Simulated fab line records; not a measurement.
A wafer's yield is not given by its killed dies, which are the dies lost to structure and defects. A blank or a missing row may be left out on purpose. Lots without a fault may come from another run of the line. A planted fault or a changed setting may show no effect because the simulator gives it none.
Which tool did it?    flow n5 finfet    10 lots with 30 wafers sampled at 6 steps, on a route of 1938 steps

## WHAT THE GAUGES SHOWED, per wafer
N5_BEOL_M4_RS_MEAS_58: the measuring method here is four-point-probe.
lot   measured      on             M4_RS (ohm/sq)
L464  day 8 07:20   film metro-02  0.65 0.68 0.69
L465  day 8 13:17   film metro-01  0.67 0.69 0.64
L466  day 8 14:40   film metro-02  0.63 0.65 0.67
L471  day 10 07:37  film metro-02  0.65 0.73 0.68
L475  day 11 10:56  film metro-01  0.67 0.61 0.70
L478  day 11 18:29  film metro-02  0.67 0.70 0.70
L479  day 11 23:48  film metro-01  0.68 0.63 0.64
L482  day 12 23:53  film metro-02  0.65 0.72 0.71
L483  day 13 03:35  film metro-01  0.70 0.74 0.71
L484  day 13 10:08  film metro-01  0.69 0.69 0.69

N5_BEOL_M4_RC_MEAS_101.
lot   measured      on         DIBL_N (mV/V)   DIBL_P (mV/V)   IOFF_N (nA/um)  IOFF_P (nA/um)  ION_N (uA/um)  ION_P (uA/um)  SS_N (mV/dec)   SS_P (mV/dec)   VT_N (mV)    VT_P (mV)
L464  day 8 07:23   prober-01  37.0 35.9 36.4  37.9 36.4 36.4  0.16 0.14 0.14  0.23 0.22 0.21  674 669 675    464 461 471    71.5 71.1 71.3  73.7 73.5 73.1  249 251 251  -251 -250 -250
L465  day 8 13:29   prober-01  35.7 33.6 36.1  36.1 33.4 36.5  0.15 0.11 0.14  0.18 0.14 0.18  682 681 677    467 462 463    71.0 71.0 71.5  73.3 72.8 73.3  251 255 253  -251 -257 -253
L466  day 8 14:43   prober-01  36.4 38.2 37.6  35.8 38.6 37.2  0.15 0.19 0.16  0.22 0.26 0.24  672 682 671    463 470 466    72.0 71.9 72.3  72.9 74.6 74.0  249 245 250  -248 -246 -245
L471  day 10 07:46  prober-02  34.4 36.1 36.9  34.8 37.7 38.2  0.11 0.14 0.15  0.16 0.21 0.20  662 653 662    448 460 450    70.0 70.6 71.1  72.8 73.9 73.8  253 253 251  -257 -251 -253
L475  day 11 10:59  prober-02  38.8 36.4 38.9  39.3 34.7 38.0  0.21 0.15 0.21  0.25 0.17 0.22  672 665 676    458 448 453    71.6 71.3 72.8  74.9 72.5 74.5  245 253 248  -249 -253 -250
L478  day 11 18:43  prober-02  38.3 37.4 39.3  38.1 36.6 38.4  0.17 0.15 0.17  0.20 0.19 0.20  681 660 661    455 457 450    72.2 72.0 73.0  74.4 73.6 73.8  250 252 251  -254 -255 -253
L479  day 12 00:10  prober-02  37.3 35.6 35.4  35.4 34.2 34.3  0.16 0.15 0.14  0.22 0.22 0.21  675 703 677    466 481 469    71.4 71.4 71.2  72.8 72.5 72.8  247 246 249  -246 -244 -245
L482  day 13 00:05  prober-02  33.4 35.3 34.3  33.1 34.8 33.9  0.13 0.16 0.14  0.17 0.19 0.18  682 677 672    465 462 459    71.4 71.3 71.9  72.7 73.6 73.2  251 247 250  -254 -251 -252
L483  day 13 03:38  prober-02  40.0 38.2 37.6  40.9 38.7 37.9  0.28 0.23 0.21  0.27 0.24 0.22  717 695 687    475 461 459    72.9 73.1 71.7  74.6 74.5 73.4  241 242 245  -250 -249 -251
L484  day 13 10:11  prober-02  36.2 37.3 37.5  35.1 36.3 37.0  0.14 0.16 0.16  0.17 0.18 0.20  662 677 673    447 458 458    71.2 72.1 71.5  73.8 73.9 74.2  253 249 247  -251 -254 -253

N5_BEOL_M5_THK_MEAS_01.
lot   measured      on             M5_ILD_THK (nm)
L464  day 8 08:56   film metro-02  122.5 124.5 122.9
L465  day 8 14:53   film metro-02  120.5 123.3 124.9
L466  day 8 16:15   film metro-02  117.5 120.5 121.2
L471  day 10 09:20  film metro-02  118.8 117.2 118.8
L475  day 11 12:53  film metro-01  122.3 119.6 124.8
L478  day 11 20:13  film metro-01  120.5 120.2 121.5
L479  day 12 01:23  film metro-02  117.6 121.6 121.6
L482  day 13 02:00  film metro-02  121.4 119.3 121.4
L483  day 13 05:54  film metro-02  121.0 123.2 121.3
L484  day 13 12:11  film metro-01  120.8 120.9 124.2

N5_BEOL_M5_OVL_MEAS_12.
lot   measured      on          M5_OVL (nm)
L464  day 8 10:22   overlay-02  -0.5 1.0 -0.5
L465  day 8 17:12   overlay-01  0.3 0.4 -0.2
L466  day 8 17:54   overlay-01  -0.8 0.1 0.4
L471  day 10 09:52  overlay-02  13.3 11.5 12.9
L475  day 11 13:32  overlay-02  13.3 12.8 12.7
L478  day 11 23:17  overlay-02  0.3 -0.4 -0.1
L479  day 12 02:29  overlay-01  -0.2 0.6 -1.0
L482  day 13 02:51  overlay-02  -0.3 0.1 -0.5
L483  day 13 10:45  overlay-02  1.2 -0.5 0.1
L484  day 13 13:29  overlay-02  -0.4 -0.8 -0.9

## WHICH TOOL RAN EACH LOT (tool, then ch and the chambers of the sampled wafers, then the start)
lot   N5_BEOL_M4_CMP_52              N5_BEOL_M5_EXPOSE_08
L464  cmp-04 ch 0,1,3, day 8 06:47   euv scanner-02 ch 0, day 8 10:13
L465  cmp-01 ch 0,1, day 8 12:43     euv scanner-01 ch 0, day 8 17:02
L466  cmp-01 ch 0,1,2, day 8 14:07   euv scanner-02 ch 0, day 8 17:44
L471  cmp-04 ch 0,1,2, day 10 07:04  euv scanner-02 ch 0, day 10 09:43
L475  cmp-03 ch 0,1,3, day 11 10:19  euv scanner-02 ch 0, day 11 13:22
L478  cmp-03 ch 1,2,3, day 11 17:56  euv scanner-01 ch 0, day 11 23:08
L479  cmp-01 ch 0,1,3, day 11 23:19  euv scanner-01 ch 0, day 12 02:20
L482  cmp-04 ch 1,2,3, day 12 23:20  euv scanner-01 ch 0, day 13 02:41
L483  cmp-03 ch 1,2,3, day 13 03:04  euv scanner-01 ch 0, day 13 10:35
L484  cmp-04 ch 1,3, day 13 09:34    euv scanner-01 ch 0, day 13 13:20
- N5_BEOL_M4_CMP_52: polishes, stops on SiOC, t overpolish 6.8 s, target thk 40 nm.
- N5_BEOL_M5_EXPOSE_08: exposes mask M5, target cd 28 nm.

## AS READ BY THE TOOLS THEMSELVES (means over the sampled wafers that have a number; for cases with no such wafer, the mark the record gives instead)
N5_BEOL_M4_CMP_52.
lot   tool    barrier field endpoint s (s)  head pressure psi (psi)  motor current A (A)  overpolish run s (s)  time to endpoint s (s)
L464  cmp-04  24.9                          1.0003                   6.2                  6.801                 62
L465  cmp-01  25.4                          1.0023                   5.8                  6.794                 62
L466  cmp-01  24.6                          1.0000                   6.1                  6.803                 61
L471  cmp-04  24.5                          0.9995                   5.8                  6.791                 60
L475  cmp-03  24.2                          0.9992                   5.9                  6.810                 58
L478  cmp-03  23.7                          0.9997                   5.8                  6.807                 58
L479  cmp-01  24.6                          1.0010                   6.0                  6.791                 62
L482  cmp-04  25.7                          1.0014                   6.4                  6.799                 66
L483  cmp-03  24.1                          0.9981                   5.9                  6.803                 57
L484  cmp-04  25.0                          1.0007                   6.6                  6.807                 64

## THE ANSWER, worked out from the rows above alone
Rule: what is usual is taken from the lots themselves. The widest of any qualifying gaps counts: lots, ordered by their means at a reading, are off when they make up no more than a third of the lots, leave a main group of 4 or more, and stand apart from it by 3 or more times the standard deviation of that group's means. Not used: any main group whose means are identical at the precision the tables above print for the reading. Also off: a lot with no number at a reading for which 4 or more lots have one. Any other lot the step has rows for is counted as sound. After the gauges, taken in route order, come the tools' own readings; for these a lot's mean is taken, as printed above. The first step at which some lot is off is used, and at that step the reading that is off furthest; a lot without a number counts as furthest.
Off: L471, L475, seen at N5_BEOL_M5_OVL_MEAS_12 (M5_OVL). The main group has a mean of -0.1 nm with a standard deviation of 0.27.
A tool fits if, at a process step before that reading, it ran every lot that is off, and no sound lot after the first of them. Those tools and the gauges at N5_BEOL_M5_OVL_MEAS_12 are tried in the same way. One candidate fits, namely euv scanner-02 at N5_BEOL_M5_EXPOSE_08. A fault onset in the window from L466 (day 8 17:44, its last sound lot) to L471 (day 10 09:43, its first lot off) fits.

## WHAT HAD BEEN PUT IN BY THE SIMULATOR
Scanner matching overlay: euv scanner-02, from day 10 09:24 on, at N5_BEOL_M5_EXPOSE_08. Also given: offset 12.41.
Struck lots among those shown: L471, L475. Same finding as the rule above.
